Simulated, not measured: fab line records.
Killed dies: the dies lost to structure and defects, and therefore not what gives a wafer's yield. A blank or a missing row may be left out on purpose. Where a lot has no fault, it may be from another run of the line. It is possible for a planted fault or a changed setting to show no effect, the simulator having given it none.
Split-lot experiment | flow n5Finfet | route with 1938 steps; 7 lots, 21 wafers read

== THE SPLIT ITSELF ==
At N5_FIN_SAQP_ETCH_69 (etches SOC in N2/H2, stops on SiNx, target depth 150 nm), the setting targetDepthA was moved away from the recipe's 1500 angstrom on 12 of the 21 wafers read, by -8.6% to +11.7%. For the rest of the wafers, this setting stayed at what the recipe calls for.

The reading is taken at the split's own step.

== THE READING ==
SOC_of_FIN_SAQP_COAT_68.thkNm (the simulator's own value, which no gauge read), in nm, at N5_FIN_SAQP_ETCH_69 (etches SOC in N2/H2, stops on SiNx, target depth 150 nm). There is no usual value for it anywhere in the file. Across the 9 wafers here that went through the recipe, the average is 6.2 nm and the standard deviation 1.9 nm.

wafer  | tool, chamber at the split | targetDepthA as run, angstrom | against the recipe | SOC_of_FIN_SAQP_COAT_68.thkNm, nm | against lot-mates on the recipe
L074.1 | rieDiel-02, 0,3            | 1627                          | +8.5%              | 0                                 | -3.0
L074.4 | rieDiel-02, 0,3            | 1627                          | +8.5%              | 0                                 | -3.0
L074.2 | rieDiel-02, 2              | 1500                          | recipe             | 3                                 | -
L076.1 | rieDiel-05, 1,0            | 1675                          | +11.7%             | 0                                 | -8.8
L076.4 | rieDiel-05, 1,0            | 1675                          | +11.7%             | 0                                 | -8.8
L076.3 | rieDiel-05, 3              | 1500                          | recipe             | 8.8                               | -
L078.2 | rieDiel-04, 1              | 1500                          | recipe             | 5.2                               | -
L078.3 | rieDiel-04, 3              | 1632                          | +8.8%              | 1                                 | -4.2
L078.4 | rieDiel-04, 0              | 1632                          | +8.8%              | 0                                 | -5.2
L082.3 | rieDiel-05, 0              | 1388                          | -7.5%              | 12.6                              | +3.4
L082.6 | rieDiel-05, 0              | 1388                          | -7.5%              | 12.6                              | +3.4
L082.5 | rieDiel-05, 3              | 1500                          | recipe             | 9.2                               | -
L089.1 | rieDiel-02, 2              | 1406                          | -6.3%              | 10.4                              | +5.4
L089.2 | rieDiel-02, 3              | 1500                          | recipe             | 5                                 | -
L089.5 | rieDiel-02, 1              | 1406                          | -6.3%              | 10.8                              | +5.8
L090.1 | rieDiel-05, 2              | 1500                          | recipe             | 5.6                               | -
L090.4 | rieDiel-05, 1              | 1500                          | recipe             | 7.6                               | -
L090.6 | rieDiel-05, 2              | 1500                          | recipe             | 4.8                               | -
L094.2 | rieDiel-05, 3              | 1500                          | recipe             | 6.6                               | -
L094.4 | rieDiel-05, 0              | 1371                          | -8.6%              | 13.6                              | +7.0
L094.5 | rieDiel-05, 1              | 1371                          | -8.6%              | 15.2                              | +8.6
Where a row lists several chambers, the file gives one row for several wafers and doesn't say which wafer went through which chamber.

THE FIT
A straight line over all 21 wafers: SOC_of_FIN_SAQP_COAT_68.thkNm changes by -0.714 nm for each +1% of targetDepthA; r = -0.95; the points scatter about the line by 1.6 nm.
The same after taking each lot's own level away (the mean of its wafers on the recipe; 21 wafers): -0.66 nm for each +1%; r = -0.95; scatter 1.4 nm.
On that fit, the largest move of targetDepthA shifts the reading by 7.7 nm.
Across the lots, their own levels run from 3.00 to 9.20 nm, a range of 3.2 times the standard deviation given above.
Hence the lot-to-lot level has little effect on the slope; both slopes agree.
Check: with one of the wafers moved furthest among these (+11.7%) left out of the fit, the line predicts -6.91 nm for it against its lot-mates. Against them it came out at -8.8 nm.

== ADDITIONAL SPLITS CARRIED BY THESE WAFERS ==
Other splits were also applied to these wafers ahead of the reading. Each is held against what the fit with the lots' levels taken away leaves over:
other split on the same wafers        | wafers away from the commonest value | r with SOC_of_FIN_SAQP_COAT_68.thkNm (lot level and that fit taken away)
N5_ZERO_LAYER_EXPOSE_08 doseMj        | 8                                    | -0.14
N5_ZERO_LAYER_DEVELOP_10 developTimeS | 1                                    | +0.41
N5_WELL_APT_COAT_02 spinRpm           | 8                                    | -0.03
N5_WELL_APT_PEB_06 pebTimeS           | 5                                    | +0.04
N5_FIN_SAQP_PEB_14 pebTimeS           | 6                                    | -0.01
N5_FIN_SAQP_DEVELOP_15 developTimeS   | 8                                    | -0.10

== THE FILE'S OWN FIT ==
SOC_of_FIN_SAQP_COAT_68.thkNm changes by -0.654 nm for each +1% of targetDepthA, r = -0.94.
